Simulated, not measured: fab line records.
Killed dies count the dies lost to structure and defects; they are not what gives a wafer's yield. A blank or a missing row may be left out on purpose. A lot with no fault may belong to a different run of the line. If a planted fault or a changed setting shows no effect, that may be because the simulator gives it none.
The same fault as seen by 2 desks | flow n5_finfet | what lay behind the numbers comes last; until then each desk has only its own

## TOOL OWNER'S DESK, pvd_sputter-01
The tool's own readings at N5_BEOL_M12_SPUTTER_43 (material TaN, target thk 15 nm, time 24.19 s): means of the sampled wafers that have a number, for each lot that ran on this tool. The brackets show how far a lot's mean lies from the usual mean; more than 4 standard deviations puts the lot out of limits, marked OUT.
Columns: A = throttle_valve_pct at N5_BEOL_M12_SPUTTER_43, usual 29.6 %
lot  | first seen here | A
L670 | day 11 06:33    | 28.2
L671 | day 11 19:02    | 28.9
L673 | day 12 20:36    | 30.5
L677 | day 12 23:55    | 29.3
L676 | day 13 11:46    | 30.3
L681 | day 14 06:50    | 28.4
L679 | day 14 07:22    | 29.3
L683 | day 14 13:49    | 29.4
This desk's finding: nothing out of limits on any of the 8 lots.

## AT THE METROLOGY DESK
What the gauges read, lot by lot, whatever tool the lot ran on: means of the sampled wafers that have a number. The brackets show how far a lot's mean lies from the usual mean; more than 4 standard deviations puts the lot out of limits, marked OUT.
Columns: A = cd_nm at N5_BEOL_M12_CD_MEAS_28, usual 159.9 nm; B = M12_RS at N5_BEOL_M12_RS_MEAS_54, usual 0.0606 ohm/sq
lot  | first seen here | A     | B
L670 | day 11 04:51    | 159.2 | 0.0606
L672 | day 11 08:31    | 158.1 | 0.0610
L671 | day 11 12:54    | 159.5 | 0.0601
L674 | day 12 16:44    | 160.5 | 0.0599
L673 | day 12 17:20    | 160.7 | 0.0600
L677 | day 12 22:28    | 157.1 | 0.0601
L675 | day 12 23:44    | 160.3 | 0.0608
L676 | day 13 06:28    | 159.5 | 0.0599
L681 | day 14 04:29    | 162.1 | 0.0597
L679 | day 14 05:39    | 160.3 | 0.0618
L683 | day 14 10:33    | 161.3 | 0.0626
This desk's finding: nothing out of limits on any of the 11 lots.

## TAKEN TOGETHER
Nothing out of limits was seen by the tool owner's desk.
From the metrology desk's view, nothing was out of limits.

## WHAT HAD BEEN PUT IN BY THE SIMULATOR
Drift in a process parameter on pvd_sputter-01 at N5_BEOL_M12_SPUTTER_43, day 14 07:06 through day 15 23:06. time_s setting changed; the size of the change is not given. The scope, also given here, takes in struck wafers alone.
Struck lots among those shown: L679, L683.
